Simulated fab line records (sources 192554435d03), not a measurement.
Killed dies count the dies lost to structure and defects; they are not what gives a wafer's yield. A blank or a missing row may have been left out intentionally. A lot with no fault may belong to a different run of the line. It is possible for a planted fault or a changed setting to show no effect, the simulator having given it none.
fab line records | flow n5_finfet
[record] lots = 8 wafers = 24 last_day = 18
route steps=1938 shown FIN_CUT@168 STI_FIN_REVEAL@190 BEOL_M4@1111 PASSIVATION@1936
lots with no fault: from the same line, run without faults
start_h: hours from the record's opening day to when the first of the lot's shown wafers began | wait_h: hours elapsed since this lot's preceding step | " identical to the entry in the row above | L1.1+2: one row covering several wafers at once | - no value present, or no start provided | * or withheld: withheld | < > ~ a bound
route shown NAME@n: NAME is a module with steps in the file, n the number in the route of the first one | usual: mean/standard deviation of fault-free wafers | same: alike in all rows | chamber/n: place in a boat | sites: per-site readings | _std_site: their standard deviation | _edge_site: inner sites' mean taken away from outer sites' mean | radius_mm: for every site, how far away it sits from the centre of the wafer | mask NAME#n: copy n | behind: the last tool/chamber to shape the wafer | hold: reason for holding the lot/hours on hold/outcome of the hold | device: which transistor (n, p or np) failed to switch | end of line: the tests these same wafers got at the end of their route | step lacking rows: just its recipe | killed: not the wafer's yield, but the dies lost to structure and defects at the first sort | map: a wafer's dies, marking killed ones x, the rest . and places with no die _
set.NAME: the setting as run; set.NAME@STEP: as run at that earlier step | model.NAME: the simulator's own value behind a step, which no gauge read
route steps across a sampled set of lots; one table per step, one row per wafer
services: when a tool's chamber went out of use (start_h, in hours from the record's first day, below 0 if earlier), for how many hours, and the reason
[[steps]]
[step N5_FIN_CUT_ETCH_20]
[recipe] chemistry = CF4 target = SiARC target_depth_a = 260 mask_material = CAR-EUV time_s = 43.3 ion_energy_ev = 80 pressure_mtorr = 40 source_w = 545 bias_w = 36 Ar_flow_sccm = 100 cf4_flow_sccm = 100 ends = cleared
[usual] chamber_pressure_mTorr = 40.01/0.035 drypump_motor_current_A = 5.7/0.46 etch_rf_on_time_s = 43.4/0.91 oes_product_au = 0.68/0.085 rf_vpp_V = 184.0/1.3 showerhead_plenum_p_Torr = 2.13/0.081 throttle_valve_pct = 15.72/0.18
// columns lot.wafer tool chamber start_h wait_h chamber_pressure_mTorr drypump_motor_current_A etch_rf_on_time_s oes_product_au rf_hours_counter_h rf_vpp_V showerhead_plenum_p_Torr throttle_valve_pct
L990.1 rie_diel-02 3 33.53 0.0 39.95 5.7 43.4 0.60 238 183.9 2.11 15.95
L990.2 " 1 " " 40.03 5.1 43.3 0.58 227 182.7 2.13 16.10
L990.6 " 3 " " 40.00 5.7 44.0 0.59 - 182.5 2.11 15.93
L100.2 rie_diel-04 2 94.44 0.0 40.01 6.2 42.7 0.78 10 187.0 2.28 15.77
L100.3 " 3 " " 40.03 6.2 43.1 0.70 94 182.5 2.08 15.75
L100.4 " 1 " " 39.99 5.2 43.9 0.61 196 182.1 2.12 15.70
L101.1 rie_diel-05 2 103.46 0.0 40.02 5.5 42.8 0.71 65 185.3 2.09 15.61
L101.5 " 1 " " 40.01 6.3 45.7 0.59 - 185.1 2.13 15.79
L101.6 " 2 " " 40.03 5.5 42.7 0.72 - 182.7 2.09 15.61
L105.1 rie_diel-05 3 124.64 0.0 40.00 5.9 42.5 0.77 28 185.0 2.27 15.38
L105.3 " 1 " " 40.04 6.3 45.8 0.59 181 183.1 2.12 15.81
L105.4 " 0 " " 40.09 5.4 42.9 0.60 209 181.9 2.03 15.73
L108.1 rie_diel-02 0 140.86 0.0 40.05 5.7 43.0 0.63 175 183.8 2.13 15.84
L108.2 " 2 " " 39.99 5.9 43.3 0.76 22 186.3 2.27 15.44
L108.4 " 2 " " 39.96 5.9 43.2 0.78 - 187.3 2.27 15.44
L109.1 rie_diel-04 3 146.39 0.0 39.99 6.2 43.4 0.68 108 183.7 2.07 15.78
L109.5 " 1 " " 39.97 5.2 44.8 0.60 - 184.6 2.11 15.72
L109.6 " 2 " " 39.97 6.1 42.6 0.76 - 186.7 2.28 15.81
L110.3 rie_diel-04 2 153.08 0.0 40.01 6.1 42.4 0.75 29 185.1 2.28 15.82
L110.5 " 1 " " 40.03 5.1 44.5 0.60 - 183.6 2.11 15.75
L110.6 " 3 " " 40.03 6.2 43.0 0.68 - 184.3 2.07 15.76
L112.2 rie_diel-02 3 169.53 0.0 40.00 5.8 41.7 0.81 17 184.1 2.10 15.48
L112.3 " 2 " " 40.02 5.8 43.5 0.77 28 187.1 2.26 15.45
L112.5 " 0 " " 40.02 5.7 43.2 0.62 - 183.5 2.13 15.85
[step N5_FIN_CUT_ETCH_21]
[recipe] chemistry = N2/H2 target = SOC target_depth_a = 2190 overetch_a = 438 mask_material = SiARC temp_c = 40 ion_energy_ev = 100 bias_w = 61 time_s = 523.5 pressure_mtorr = 30 source_w = 850 n2_flow_sccm = 200 h2_flow_sccm = 200
[usual] chamber_pressure_mTorr = 30.002/0.028 drypump_motor_current_A = 5.7/0.46 h2_flow_sccm = 200.1/0.56 oes_product_au = 0.73/0.085 rf_vpp_V = 240.6/1.5 showerhead_plenum_p_Torr = 2.54/0.097 throttle_valve_pct = 17.99/0.19
// columns lot.wafer tool chamber start_h wait_h chamber_pressure_mTorr drypump_motor_current_A h2_flow_sccm oes_product_au rf_hours_counter_h rf_vpp_V showerhead_plenum_p_Torr throttle_valve_pct
L990.1 rie_diel-02 3 33.56 0.0 30.013 5.7 200.7 0.64 238 240.1 2.52 18.36
L990.2 " 1 " " 29.986 5.1 199.7 0.63 227 241.7 2.51 18.22
L990.6 " 3 " " 30.000 5.7 200.8 0.64 - 240.8 2.52 18.36
L100.2 rie_diel-04 2 94.48 0.0 29.973 6.1 200.0 0.84 11 243.4 2.71 17.95
L100.3 " 3 " " 29.976 6.2 199.1 0.74 94 239.4 2.48 18.21
L100.4 " 1 " " 29.975 5.2 199.9 0.67 196 239.6 2.52 17.77
L101.1 rie_diel-05 2 103.49 0.0 29.988 5.5 199.1 0.76 65 239.8 2.47 17.83
L101.5 " 1 " " 30.018 6.3 199.9 0.66 - 239.9 2.55 18.21
L101.6 " 2 " " 30.026 5.5 199.9 0.77 - 241.4 2.47 17.80
L105.1 rie_diel-05 3 124.68 0.0 29.946 5.9 200.0 0.82 28 243.4 2.71 17.64
L105.3 " 1 " " 30.030 6.3 200.4 0.66 181 241.1 2.55 18.22
L105.4 " 0 " " 30.024 5.3 199.9 0.65 209 239.5 2.43 18.13
L108.1 rie_diel-02 0 140.90 0.0 30.030 5.7 199.6 0.67 175 239.6 2.54 18.05
L108.2 " 2 " " 30.027 5.9 199.3 0.82 22 242.7 2.71 17.78
L108.4 " 2 " " 29.987 5.9 198.7 0.83 - 243.3 2.71 17.80
L109.1 rie_diel-04 3 146.43 0.0 30.001 6.2 200.2 0.74 108 239.0 2.48 18.21
L109.5 " 1 " " 29.976 5.2 199.9 0.66 - 240.2 2.51 17.81
L109.6 " 2 " " 29.949 6.2 199.5 0.81 - 244.0 2.70 17.98
L110.3 rie_diel-04 2 153.11 0.0 29.993 6.1 200.2 0.81 29 243.0 2.70 18.01
L110.5 " 1 " " 30.005 5.2 200.5 0.66 - 241.9 2.51 17.82
L110.6 " 3 " " 30.034 6.2 201.3 0.73 - 238.5 2.48 18.22
L112.2 rie_diel-02 3 169.57 0.0 30.029 5.7 199.5 0.85 17 240.2 2.51 17.96
L112.3 " 2 " " 29.990 5.8 199.7 0.82 28 243.1 2.71 17.79
L112.5 " 0 " " 29.993 5.7 199.8 0.67 - 240.1 2.54 18.04
[step N5_FIN_CUT_CUT_ETCH_15]
[recipe] chemistry = HBr/Cl2/O2 target = Si target_depth_a = 1000 bt_time_s = 10 mask_material = SOC time_s = 42.4 ion_energy_ev = * bias_w = * pressure_mtorr = 10 icp_w = 800 HBr_flow_sccm = 150 Cl2_flow_sccm = 80 O2_flow_sccm = 12
[usual] chamber_pressure_mTorr = 10.000/0.0082 drypump_motor_current_A = 5.8/0.42 oes_product_au = 0.994/0.012 throttle_valve_pct = 37.32/0.25
// columns lot.wafer tool chamber start_h wait_h chamber_pressure_mTorr drypump_motor_current_A oes_product_au rf_hours_counter_h throttle_valve_pct
L990.1 rie_si-05 2 34.10 0.1 10.008 5.6 0.997 182 37.29
L990.2 " 3 " " 9.990 5.6 1.005 143 37.31
L990.6 " 1 " " 9.997 6.4 0.979 - 37.42
L100.2 rie_si-02 3 95.01 0.1 9.996 6.1 0.991 5 37.67
L100.3 " 0 " " 9.992 5.4 1.005 57 37.60
L100.4 " 2 " " 9.997 5.2 1.006 116 37.62
L101.1 rie_si-05 0 104.33 0.1 10.014 6.4 0.982 77 37.00
L101.5 " 0 " " 10.004 6.4 0.982 - 37.00
L101.6 " 3 " " 10.005 5.7 1.008 - 37.31
L105.1 rie_si-04 2 125.22 0.1 10.005 6.2 0.991 159 37.43
L105.3 " 1 " " 10.007 5.4 1.021 66 37.03
L105.4 " 0 " " 10.002 5.9 0.988 6 37.21
L108.1 rie_si-02 2 141.44 0.1 9.985 5.2 1.000 117 37.62
L108.2 " 3 " " 10.000 6.1 0.992 5 37.67
L108.4 " 1 " " 10.002 5.8 0.996 95 37.69
L109.1 rie_si-05 3 146.96 0.1 9.991 5.7 1.005 145 37.30
L109.5 " 1 " " 10.000 6.4 0.982 - 37.41
L109.6 " 2 " " 9.992 5.6 0.988 - 37.30
L110.3 rie_si-05 0 153.67 0.0 9.985 6.4 0.982 78 37.00
L110.5 " 0 " " 9.991 6.4 0.982 - 37.01
L110.6 " 3 " " 10.009 5.7 1.005 - 37.31
L112.2 rie_si-02 3 170.11 0.1 10.012 6.1 0.989 6 37.67
L112.3 " 0 " " 9.997 5.4 1.000 59 37.61
L112.5 " 2 " " 9.995 5.3 0.993 - 37.61
[step N5_FIN_CUT_INSPECT_17]
[recipe] inspect_instrument = brightfield mode = aei
[usual] raw_defect_count = 267/81
// columns lot.wafer tool chamber start_h wait_h raw_defect_count
L990.1 defect_inspect-01 - 34.38 0.0 158
L990.2 " - " " 240
L990.6 " - " " 252
L100.2 defect_inspect-01 - 95.30 0.0 331
L100.3 " - " " 605
L100.4 " - " " 261
L101.1 defect_inspect-02 - 104.61 0.0 473
L101.5 " - " " 390
L101.6 " - " " 384
L105.1 defect_inspect-02 - 125.63 0.0 220
L105.3 " - " " 325
L105.4 " - " " 302
L108.1 defect_inspect-01 - 141.76 0.0 185
L108.2 " - " " 171
L108.4 " - " " 178
L109.1 defect_inspect-02 - 147.34 0.0 215
L109.5 " - " " 237
L109.6 " - " " 210
L110.3 defect_inspect-02 - 153.95 0.0 128
L110.5 " - " " 304
L110.6 " - " " 147
L112.2 defect_inspect-02 - 170.39 0.0 295
L112.3 " - " " 322
L112.5 " - " " 499
[step N5_STI_FIN_REVEAL_ETCHBACK_08]
[recipe] chemistry = C4F6/O2 target = SiO2 target_depth_a = 305 time_s = 10.167 ion_energy_ev = 250 pressure_mtorr = 30 source_w = 345 bias_w = 185 Ar_flow_sccm = 300 C4F6_flow_sccm = 10 O2_flow_sccm = 10
[usual] C4F6_flow_sccm = 10.00/0.032 chamber_pressure_mTorr = 30.00/0.032 drypump_motor_current_A = 5.7/0.36 oes_product_au = 0.74/0.066 rf_vpp_V = 668/8.9 showerhead_plenum_p_Torr = 2.85/0.097 throttle_valve_pct = 21.30/0.25
// columns lot.wafer tool chamber start_h wait_h C4F6_flow_sccm chamber_pressure_mTorr drypump_motor_current_A oes_product_au rf_hours_counter_h rf_vpp_V showerhead_plenum_p_Torr throttle_valve_pct
L990.1 rie_diel-03 0 40.66 0.2 10.04 30.06 5.4 0.76 133 670 2.75 21.14
L990.2 " 1 " " 10.02 29.96 5.7 0.72 198 661 2.96 21.55
L990.6 " 0 " " 9.99 30.06 5.3 0.75 - 670 2.75 21.14
L100.2 rie_diel-06 0 103.31 0.3 9.99 30.03 6.5 0.79 103 680 2.76 21.12
L100.3 " 2 " " 10.01 29.96 5.4 0.70 227 683 2.90 21.16
L100.4 " 1 " " 9.93 29.96 5.5 0.70 244 654 2.78 21.00
L101.1 rie_diel-01 1 111.38 0.2 10.01 29.98 5.3 0.72 193 661 2.72 21.65
L101.5 " 0 " " 9.99 29.99 5.5 0.75 - 672 2.96 21.17
L101.6 " 3 " " 9.99 30.04 5.5 0.75 - 669 2.82 21.10
L105.1 rie_diel-06 0 132.32 0.2 9.97 30.01 6.5 0.79 113 679 2.75 21.14
L105.3 " 2 " " 10.02 29.97 5.4 0.69 237 682 2.90 21.18
L105.4 " 3 " " 10.02 29.96 5.5 0.97 - 663 2.81 21.41
L108.1 rie_diel-03 3 147.57 0.2 10.00 30.02 6.6 0.84 62 679 3.00 20.95
L108.2 " 0 " " 9.96 29.97 5.3 0.73 170 671 2.73 21.18
L108.4 " 1 " " 9.97 30.00 5.7 0.69 238 662 2.94 21.61
L109.1 rie_diel-03 3 153.24 0.3 9.98 29.99 6.6 0.84 63 679 3.00 20.98
L109.5 " 2 " " 10.06 29.97 5.7 0.97 - 676 3.05 21.27
L109.6 " 1 " " 9.96 29.96 5.6 0.69 - 663 2.94 21.62
L110.3 rie_diel-01 0 159.91 0.2 10.01 29.99 5.5 0.73 169 671 2.96 21.20
L110.5 " 0 " " 10.05 30.04 5.5 0.74 - 673 2.96 21.20
L110.6 " 3 " " 9.96 29.99 5.5 0.73 - 670 2.82 21.13
L112.2 rie_diel-01 0 176.16 0.2 9.98 30.01 5.5 0.73 174 672 2.95 21.20
L112.3 " 3 " " 10.03 30.00 5.5 0.73 194 668 2.81 21.11
L112.5 " 0 " " 9.97 30.00 5.5 0.73 - 672 2.95 21.21
[step N5_BEOL_M4_RC_MEAS_101]
[usual] DIBL_N = 36.4/1.6 DIBL_P = 36.2/1.8 IOFF_N = 0.159/0.029 IOFF_P = 0.21/0.034 ION_N = 670/12 ION_P = 459/8.2 SS_N = 71.5/0.59 SS_P = 73.2/0.54 VT_N = 250/3.3 VT_P = -250/3.7
// columns lot.wafer tool chamber start_h wait_h DIBL_N[mV/V] DIBL_P[mV/V] IOFF_N[nA/um] IOFF_P[nA/um] ION_N[uA/um] ION_P[uA/um] SS_N[mV/dec] SS_P[mV/dec] VT_N[mV] VT_P[mV]
L990.1 prober-02 0 185.72 0.0 34.2 33.1 0.127 0.17 658 450 71.2 73.0 253 -252
L990.2 " 0 " " 34.8 34.2 0.133 0.19 660 454 70.8 73.5 252 -252
L990.6 " 0 " " 36.8 35.6 0.163 0.21 668 462 72.0 72.5 252 -250
L100.2 prober-01 0 260.05 0.2 36.5 36.5 0.153 0.20 663 457 71.3 73.3 250 -253
L100.3 " 0 " " 34.5 33.8 0.119 0.16 657 449 70.7 72.7 256 -254
L100.4 " 0 " " 36.1 36.9 0.135 0.20 658 459 70.6 73.9 253 -252
L101.1 prober-01 0 272.43 0.0 36.2 35.0 0.141 0.21 664 462 71.5 73.0 252 -249
L101.5 " 0 " " 36.7 34.4 0.149 0.19 656 459 71.7 72.9 253 -251
L101.6 " 0 " " 35.9 33.1 0.131 0.19 669 460 70.6 72.8 250 -251
L105.1 prober-01 0 288.03 0.0 32.9 34.3 0.119 0.18 657 457 70.4 72.8 251 -251
L105.3 " 0 " " 34.7 34.9 0.137 0.19 665 458 70.4 73.4 253 -250
L105.4 " 0 " " 33.8 33.9 0.137 0.18 670 464 70.4 73.3 250 -250
L108.1 prober-02 0 293.77 0.0 39.8 38.1 0.211 0.25 673 456 72.7 74.5 243 -251
L108.2 " 0 " " 34.7 34.4 0.128 0.20 667 459 70.1 72.9 251 -249
L108.4 " 0 " " 37.9 36.6 0.181 0.24 677 458 72.7 73.4 246 -248
L109.1 prober-02 0 304.09 0.0 39.1 37.3 0.199 0.22 683 460 71.9 73.5 247 -250
L109.5 " 0 " " 38.5 36.3 0.188 0.21 695 470 71.4 73.1 245 -250
L109.6 " 0 " " 39.0 38.0 0.196 0.25 679 462 71.4 73.4 245 -246
L110.3 prober-02 0 311.25 0.3 35.5 34.9 0.113 0.14 649 443 71.2 72.3 257 -262
L110.5 " 0 " " 38.6 39.7 0.190 0.20 673 453 72.2 73.7 250 -253
L110.6 " 0 " " 36.9 37.1 0.152 0.16 675 455 71.9 72.9 251 -258
L112.2 prober-02 0 335.34 0.2 37.0 37.7 0.179 0.27 671 468 72.1 73.9 248 -245
L112.3 " 0 " " 32.8 33.8 0.114 0.20 657 466 70.8 72.3 255 -246
L112.5 " 0 " " 32.9 34.5 0.119 0.23 660 464 70.8 73.0 249 -247
[step N5_PASSIVATION_PROBE_49]
[usual] defect_limited_yield = 91.1/1.5 killed_at_M0_to_M3 = 33/9.9 killed_at_M4_up = 14/5.2 killed_at_contacts = 12/6.7 killed_at_front_end = 43/13 killed_at_other = 3.4/2.7 killed_dies = 105/17 killed_open = 69/13 killed_short = 33/7.5 sort_bin_5_function = 5.2/0.91 sort_bin_6_memory = 3.3/0.71 sort_n_pass = 1075/17 sort_yield_pct = 91.1/1.5
[same] gross_dies = 1180 killed_at_back_side = 0 sort_bin_4_leakage[%] = 0 sort_bin_8_speed[%] = 0
// columns lot.wafer tool chamber start_h wait_h defect_limited_yield[%] killed_at_M0_to_M3 killed_at_M4_up killed_at_contacts killed_at_front_end killed_at_other killed_dies killed_open killed_short sort_bin_5_function[%] sort_bin_6_memory[%] sort_n_pass sort_yield_pct[%]
L100.2 prober-01 - 365.10 0.1 90.3 38 29 8 35 4 114 79 32 5.2 4.0 1066 90.3
L100.3 prober-01 - 365.15 0.2 86.0 33 18 3 110 1 165 64 27 9.1 3.7 1015 86.0
L100.4 prober-01 - 365.20 0.2 93.6 30 8 4 30 3 75 51 24 4.4 1.9 1105 93.6
// killed by level:class
L100.2 BEOL_M4:geometric_particle:open=17 BEOL_M2:geometric_particle:open=9 GATE_CUT:geometric_particle:open=8 BEOL_M0_SAQP:geometric_particle:open=8 STI_FIN_REVEAL:geometric_particle:open=7 BEOL_M0_SAQP:geometric_particle:short=7 MOL_CONTACT_COAG:geometric_particle:open=5 BEOL_M2:geometric_particle:short=5
L100.3 FIN_CUT:unspecified=73 FIN_SAQP:geometric_particle:open=12 BEOL_M0_SAQP:geometric_particle:short=12 BEOL_M4:geometric_particle:open=12 STI_FIN_REVEAL:geometric_particle:open=8 BEOL_M0_SAQP:geometric_particle:open=7 DUMMY_GATE:geometric_particle:open=5 BEOL_M2:geometric_particle:open=5
L100.4 BEOL_M2:geometric_particle:open=13 FIN_SAQP:geometric_particle:open=7 BEOL_M3:geometric_particle:open=7 FIN_SAQP:geometric_particle:short=5 GATE_CUT:geometric_particle:open=4 MOL_CONTACT_COAG:geometric_particle:open=4 STARTING-WAFER:geometric_particle:short=4 BEOL_M0_SAQP:geometric_particle:short=3
[[services]]
// columns tool chamber start_h hours kind
rie_diel-03 2 13.72 2.6 repair
rie_diel-02 2 31.13 - clean
rie_diel-02 2 31.13 - consumable_replace:focus_ring
rie_diel-02 2 31.13 - consumable_replace:showerhead
rie_diel-02 2 31.13 14.0 scheduled_down
rie_diel-02 2 31.13 14.0 vent_cycle
rie_diel-03 3 33.53 33.0 repair
rie_diel-05 0 44.41 2.8 repair
rie_diel-05 1 45.34 8.6 repair
rie_si-05 1 52.46 7.0 repair
rie_si-04 - 68.62 2.7 repair
rie_diel-04 1 80.68 3.3 repair
rie_si-05 3 85.47 14.4 repair
rie_diel-01 1 95.89 7.1 repair
rie_diel-02 - 110.04 15.6 pm
rie_si-04 0 115.10 8.9 repair
rie_si-02 3 117.12 13.7 repair
rie_si-04 1 121.01 2.2 repair
rie_diel-06 - 127.09 0.4 repair
rie_diel-04 3 138.80 6.5 repair
rie_si-05 2 142.14 3.9 repair
rie_diel-02 2 146.85 7.3 repair
rie_si-02 2 174.01 5.7 repair
rie_diel-02 - 174.45 5.9 repair
[[key]]
[first_sign] step = N5_FIN_CUT_INSPECT_17 reading = raw_defect_count direction = up sigmas = 4.2 usual = 267 struck = 605
[effect] step = N5_PASSIVATION_PROBE_49 reading = killed_at_front_end direction = up sigmas = 5.2 usual = 43 struck = 110
[more_kills_born_at] N5_FIN_CUT_ETCH_20@rie_diel-04 = 73
met_at N5_FIN_CUT_ETCH_20
struck_lots L100
struck_wafers L100.3
not_acting_at N5_FIN_CUT_ETCH_21,N5_FIN_CUT_CUT_ETCH_15,N5_STI_FIN_REVEAL_ETCHBACK_08
[fault] kind = chamber_particle_source tool = rie_diel-04 chamber = 3 onset_h = 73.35 steps = N5_FIN_CUT_ETCH_20 rate_per_visit_cm2 = 0.42489 end_h = 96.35
